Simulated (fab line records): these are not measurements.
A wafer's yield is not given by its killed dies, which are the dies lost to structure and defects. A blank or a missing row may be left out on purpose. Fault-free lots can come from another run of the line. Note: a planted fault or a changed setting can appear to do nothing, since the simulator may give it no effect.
2 desks looking at one fault | flow n5-finfet | only its own numbers are on each desk; what lay behind them is given at the end

## FROM THE METROLOGY DESK
Lot by lot, what the gauges showed, no matter which tool ran the lot: averages of those sampled wafers that carry a number. A lot is out of limits, marked OUT, if its mean lies more than 4 standard deviations from the usual mean; the brackets give that distance.
Columns: A = trench-depth-nm at N5_BEOL_M12_OCD_MEAS_35, usual 319 nm; B = M12_RS at N5_BEOL_M12_RS_MEAS_54, usual 0.0600 ohm/sq; C = M13_ILD_THK at N5_BEOL_M13_THK_MEAS_01, usual 838 nm; D = cd-nm at N5_BEOL_M13_CD_MEAS_10, usual 189.0 nm; E = V12_OVL at N5_BEOL_M13_OVL_MEAS_11, usual -2 nm; F = cd-nm at N5_BEOL_M13_CD_MEAS_17, usual 189.1 nm
lot  | first seen here | A   | B      | C   | D     | E   | F
L573 | day 10 18:47    | 312 | 0.0614 | 850 | 188.8 | 3   | 189.0
L578 | day 12 07:00    | 322 | 0.0592 | 828 | 187.8 | -10 | 187.8
L579 | day 12 20:23    | 317 | 0.0601 | 848 | 188.6 | -1  | 188.6
L582 | day 14 09:40    | 317 | 0.0604 | 836 | 189.4 | 2   | 189.4
L587 | day 14 21:52    | 317 | 0.0604 | 841 | 186.8 | 2   | 186.9
This desk's finding: nothing out of limits on any of the 5 lots.

## FOR THE TOOL OWNER'S DESK: pvd-sputter-03
The tool's own readings at N5_BEOL_M12_SPUTTER_45 (material Cu, target thk 80 nm, time 13.33 s): means of the sampled wafers that have a number, for each lot that ran on this tool. A lot is out of limits, marked OUT, if its mean lies more than 4 standard deviations from the usual mean; the brackets give that distance.
Columns: A = throttle-valve-pct at N5_BEOL_M12_SPUTTER_45, usual 30.0 %
lot  | first seen here | A
L578 | day 12 11:20    | 29.0
L579 | day 12 22:58    | 30.2
This desk's finding: nothing out of limits on any of the 2 lots.

## TAKEN TOGETHER
The metrology desk saw nothing out of limits.
The desk of the tool owner found nothing out of limits.

## WHAT THE SIMULATOR HAD INSERTED
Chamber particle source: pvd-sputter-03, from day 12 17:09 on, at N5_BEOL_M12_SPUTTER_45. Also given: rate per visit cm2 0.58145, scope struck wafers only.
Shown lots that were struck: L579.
